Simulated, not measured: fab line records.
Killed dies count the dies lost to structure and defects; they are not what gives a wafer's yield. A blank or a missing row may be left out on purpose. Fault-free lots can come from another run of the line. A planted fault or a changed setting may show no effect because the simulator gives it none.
Matching of chambers    flow n5-finfet    N5_BEOL_M0_TRENCH_ETCH_107 on rie-diel-01 has 4 sister chambers
The step etches SiOC in C4F6/O2, target depth 32.8 nm, time 16.4 s. 20 wafers are shown with their chamber, then 10 later ones without.

EACH WAFER AND ITS CHAMBER
wafer   chamber  showerhead-plenum-p-Torr (Torr)  oes-product-au (a.u.)  rf-vpp-V (V)
L074.2  3        2.81                             0.74                   684
L074.4  0        2.95                             0.77                   674
L074.5  2        2.91                             0.94                   664
L075.1  1        2.75                             0.72                   669
L075.3  2        2.91                             0.94                   666
L075.5  1        2.75                             0.71                   670
L077.2  3        2.81                             0.73                   681
L077.3  2        2.91                             0.92                   664
L077.4  1        2.75                             0.72                   669
L080.1  2        2.91                             0.92                   664
L080.2  3        2.81                             0.73                   681
L080.6  3        2.81                             0.73                   682
L084.1  3        2.81                             0.73                   682
L084.3  1        2.74                             0.70                   668
L084.6  2        2.91                             0.90                   663
L087.1  1        2.74                             0.71                   669
L087.3  3        2.80                             0.72                   680
L087.5  1        2.74                             0.71                   670
L089.3  0        2.94                             0.76                   674
L089.4  3        2.80                             0.71                   682

SIGNATURES, as means of the wafers listed above
reading                   chamber 0  chamber 1  chamber 2  chamber 3  scatter within a chamber
showerhead-plenum-p-Torr  2.9450     2.7450     2.9100     2.8071     0.00463
oes-product-au            0.7650     0.7117     0.9240     0.7271     0.0112
rf-vpp-V                  674.00     669.17     664.20     681.71     1.03
Rule: distance of a wafer from a chamber = root of the sum over the readings of ((wafer's reading minus chamber's mean) / reading's scatter) squared. If the next closest chamber is less than 2 further off than the closest, the wafer can't be placed; otherwise it belongs to the closest. How the scatter is found: for the shown wafers, subtract from each reading the mean of its chamber, square and add these, divide the total by (wafers less chambers), then take the root.

WAFERS MISSING THEIR CHAMBER
wafer   showerhead-plenum-p-Torr (Torr)  oes-product-au (a.u.)  rf-vpp-V (V)
L089.6  2.80                             0.71                   681
L090.1  2.94                             0.75                   674
L090.4  2.74                             0.70                   668
L090.6  2.90                             0.89                   665
L094.2  2.74                             0.69                   668
L094.5  2.80                             0.71                   681
L094.6  2.94                             0.74                   673
L095.1  2.80                             0.70                   681
L095.3  2.74                             0.69                   667
L095.4  2.94                             0.74                   673

EACH ONE'S CHAMBER
wafer   from the rows above  in truth
L089.6  3                    3
L090.1  0                    0
L090.4  1                    1
L090.6  2                    2
L094.2  1                    1
L094.5  3                    3
L094.6  0                    0
L095.1  3                    3
L095.3  1                    1
L095.4  0                    0
Correctly placed: 10 of 10. From these rows, 0 cannot be placed. Number placed wrongly: 0.
